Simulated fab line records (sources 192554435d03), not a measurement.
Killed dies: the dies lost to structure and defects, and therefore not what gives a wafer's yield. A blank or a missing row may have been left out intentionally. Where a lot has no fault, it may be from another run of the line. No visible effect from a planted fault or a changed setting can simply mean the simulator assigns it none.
One fault through the eyes of 3 desks -- flow n5Finfet -- every desk sees just its own numbers, and what lay behind them comes last

THE DEFECT DESK
Per lot, the means of the sampled wafers with a number show what the inspections along the route counted. If a lot's mean is further than 4 standard deviations from the usual mean, the lot is out of limits and carries the mark OUT (the distance appears in the brackets).
Columns: A = rawDefectCount at N5_BEOL_M9_INSPECT_13, usual 415
lot,first seen here,A
L326,day 10 11:34,548
L330,day 11 21:33,551
L333,day 12 13:47,399
L334,day 12 14:02,450
L339,day 14 09:41,429
L344,day 16 02:52,461
This desk's verdict: no lot among the 6 shows anything out of limits.

AT THE TOOL OWNER'S DESK: rieDiel-02
The tool's own readings at N5_BEOL_M9_ETCH_62 (etches SOC in N2/H2, target depth 110 nm, overetch 22 nm, time 165 s): means of the sampled wafers that have a number, for each lot that ran on this tool. If a lot's mean is further than 4 standard deviations from the usual mean, the lot is out of limits and carries the mark OUT (the distance appears in the brackets).
Columns: A = drypumpMotorCurrentA at N5_BEOL_M9_ETCH_62, usual 5.8 A; B = oesProductAu at N5_BEOL_M9_ETCH_62, usual 0.69 a.u.; C = rfVppV at N5_BEOL_M9_ETCH_62, usual 525.1 V; D = showerheadPlenumPTorr at N5_BEOL_M9_ETCH_62, usual 2.59 Torr; E = tempC at N5_BEOL_M9_ETCH_62, usual 39.99 C; F = throttleValvePct at N5_BEOL_M9_ETCH_62, usual 17.86 %
lot,first seen here,A,B,C,D,E,F
L326,day 10 11:41,6.1,0.69,523.5,2.52,40.05,17.84
L333,day 12 13:54,5.7,0.68,523.8,2.57,39.96,17.94
L334,day 12 14:09,5.7,0.64,523.4,2.55,40.03,18.08
This desk's verdict: no lot among the 3 shows anything out of limits.

METROLOGY DESK
Lot by lot, what the gauges showed, no matter which tool ran the lot: averages of those sampled wafers that carry a number. If a lot's mean is further than 4 standard deviations from the usual mean, the lot is out of limits and carries the mark OUT (the distance appears in the brackets).
Columns: A = cdNm at N5_BEOL_M9_CD_MEAS_11, usual 63.9 nm; B = M9_OVL at N5_BEOL_M9_OVL_MEAS_12, usual 0.2 nm
lot,first seen here,A,B
L326,day 10 11:31,63.8,0.1
L330,day 11 21:29,64.6,0.6
L333,day 12 13:44,63.6,0.5
L334,day 12 13:59,64.3,-1.8
L339,day 14 09:38,63.9,-0.5
L344,day 16 02:49,63.6,0.4
This desk's verdict: no lot among the 6 shows anything out of limits.

BROUGHT TOGETHER
Nothing out of limits was seen by the defect desk.
The tool owner's desk saw nothing out of limits.
Nothing out of limits was seen by the metrology desk.

WHAT WAS PUT IN BY THE SIMULATOR
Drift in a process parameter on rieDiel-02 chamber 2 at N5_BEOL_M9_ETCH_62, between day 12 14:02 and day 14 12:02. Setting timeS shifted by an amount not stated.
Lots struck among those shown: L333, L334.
